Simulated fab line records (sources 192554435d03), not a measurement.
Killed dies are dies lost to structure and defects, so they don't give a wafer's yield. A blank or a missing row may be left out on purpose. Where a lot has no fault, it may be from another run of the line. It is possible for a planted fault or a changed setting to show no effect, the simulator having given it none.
Chamber matching | flow n5 finfet | N5_BEOL_M1_PRE_CLEAN_60 on cvd co-01: 3 sister chambers
The step time 15 s. 14 wafers are shown with their chamber, then 7 later ones without.

## EACH WAFER AND ITS CHAMBER
wafer  | chamber | heater power w (W)
L075.3 | 0       | 95
L075.4 | 1       | 58
L075.5 | 0       | 95
L080.2 | 1       | 59
L080.3 | 2       | 74
L080.5 | 0       | 94
L085.3 | 1       | 61
L085.4 | 0       | 92
L085.6 | 1       | 58
L092.2 | 2       | 78
L092.3 | 1       | 59
L092.6 | 0       | 96
L093.1 | 2       | 75
L093.2 | 1       | 59

SIGNATURES, as means of the wafers listed above
reading        | chamber 0 | chamber 1 | chamber 2 | scatter within a chamber
heater power w | 94.40     | 59.00     | 75.67     | 1.47
Rule: for each reading, subtract the chamber's mean from the wafer's reading, divide by that reading's scatter and square the result; add these up over the readings and take the root, which gives the wafer's distance from the chamber. The wafer belongs to the nearest chamber; if the next one is less than 2 further off, it can't be placed. The scatter: the root of (the sum of the squares of (reading less its chamber's mean) over the shown wafers, divided by (wafers less chambers)).

## WAFERS WITHOUT THEIR CHAMBER
wafer  | heater power w (W)
L093.6 | 75
L094.1 | 58
L094.2 | 95
L094.6 | 94
L096.2 | 60
L096.5 | 96
L096.6 | 60

## WHICH CHAMBER EACH ONE RAN IN
wafer  | from the rows above | in truth
L093.6 | 2                   | 2
L094.1 | 1                   | 1
L094.2 | 0                   | 0
L094.6 | 0                   | 0
L096.2 | 1                   | 1
L096.5 | 0                   | 0
L096.6 | 1                   | 1
7 of 7 placed correctly. Not placeable from these rows: 0. Placed wrongly: 0.
